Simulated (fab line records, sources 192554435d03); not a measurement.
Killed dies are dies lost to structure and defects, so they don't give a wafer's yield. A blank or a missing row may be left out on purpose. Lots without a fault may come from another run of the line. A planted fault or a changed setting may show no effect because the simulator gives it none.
A struck lot beside a sound one | flow n5_finfet | 14 steps out of a route of 1938
Sound: wafers L199.3, L199.5, L199.6. Struck: wafers L212.1, L212.5, L212.6. The cause comes at the end.
At each step with rows: each side's tool, then ch and its chambers, then its first start. Under that, the readings that differ: sound wafers | struck wafers | difference of the means | sigmas: that difference in standard deviations of wafers without a fault.
alike: readings whose means differ by less than 2 such deviations, and words and numbers that are the same on both sides. not compared: withheld readings, readings that some wafer has no value for, bounds like >300 that may hide the same value, and numbers for which the record gives no deviation and whose values overlap.
The two part at a step that has a row with sigmas, a row that says differs or no value, or rows on one side only. Numbers that don't overlap but have no deviation are shown without sigmas and don't part them. A reading that every wafer of one side lacks parts them only if that side has two wafers or more.

N5_BEOL_M10_ETCH_62: etches SOC in N2/H2, target depth 110 nm, overetch 22 nm, time 165 s.
  sound on rie_diel-06 ch 0,1, day 10 22:52; struck on rie_diel-06 ch 1,2, day 14 09:05
  alike: drypump_motor_current_A, oes_product_au, rf_vpp_V, showerhead_plenum_p_Torr, temp_c, throttle_valve_pct
  not compared: rf_hours_counter_h
then, 1 step without rows for these wafers: N5_BEOL_M10_STRIP_68 (strips in N2/H2).
N5_BEOL_M10_STRIP_67: strips in CF4.
  sound on rie_diel-06 ch 0,1, day 10 23:01; struck on rie_diel-06 ch 1,2, day 14 09:14
  alike: drypump_motor_current_A, oes_product_au, rf_vpp_V, showerhead_plenum_p_Torr, throttle_valve_pct
  not compared: rf_hours_counter_h
N5_BEOL_M10_HM_OPEN_17: chemistry Cl2/BCl3, target TiN, target depth 20 nm, overetch 6 nm.
  sound on rie_metal-02 ch 0,1, day 10 23:10; struck on rie_metal-01 ch 0,1, day 14 09:16
  reading                | sound             | struck            | difference | sigmas
  throttle_valve_pct (%) | 22.25 22.21 22.24 | 21.78 22.02 21.80 | -0.37      | -2
  alike: drypump_motor_current_A, he_backside_leak_sccm, oes_product_au
  not compared: rf_hours_counter_h
N5_BEOL_M10_STRIP_19: strips in O2.
  sound on rie_diel-06 ch 0,2,3, day 10 23:15; struck on rie_diel-01 ch 0,1,2, day 14 09:23
  alike: drypump_motor_current_A, oes_product_au, rf_vpp_V, showerhead_plenum_p_Torr, temp_c, throttle_valve_pct
  not compared: rf_hours_counter_h
N5_BEOL_M10_CD_MEAS_18: pitch 140 nm, target cd 70 nm.
  sound on cd_sem-01, day 10 23:19; struck on cd_sem-03, day 14 09:27
  alike: cd_nm
then, 6 steps without rows for these wafers: N5_BEOL_M10_COAT_63 (time 60 s, resist thk 100 nm); N5_BEOL_M10_COAT_64 (time 60 s, resist thk 30 nm); N5_BEOL_M10_COAT_22 (resist thk 90 nm); N5_BEOL_M10_EBR_24; N5_BEOL_M10_SOFTBAKE_23 (time 60 s); N5_BEOL_M10_EXPOSE_25 (exposes mask V9).
N5_BEOL_M10_PEB_26: peb time 60 s.
  sound on litho_track-03 ch 0, day 10 23:40; struck on litho_track-02, day 14 11:53
  no value came back on the struck wafers for chill_plate_temp_C (C), exhaust_pa (Pa); on the sound wafers chill_plate_temp_C (C) reads 23.05 23.09 22.84
then, 1 step without rows for these wafers: N5_BEOL_M10_DEVELOP_27 (develop time 30 s).

WHERE THEY PART
First at N5_BEOL_M10_HM_OPEN_17; last, within this record, at N5_BEOL_M10_PEB_26.

WHY: what the simulator had put in
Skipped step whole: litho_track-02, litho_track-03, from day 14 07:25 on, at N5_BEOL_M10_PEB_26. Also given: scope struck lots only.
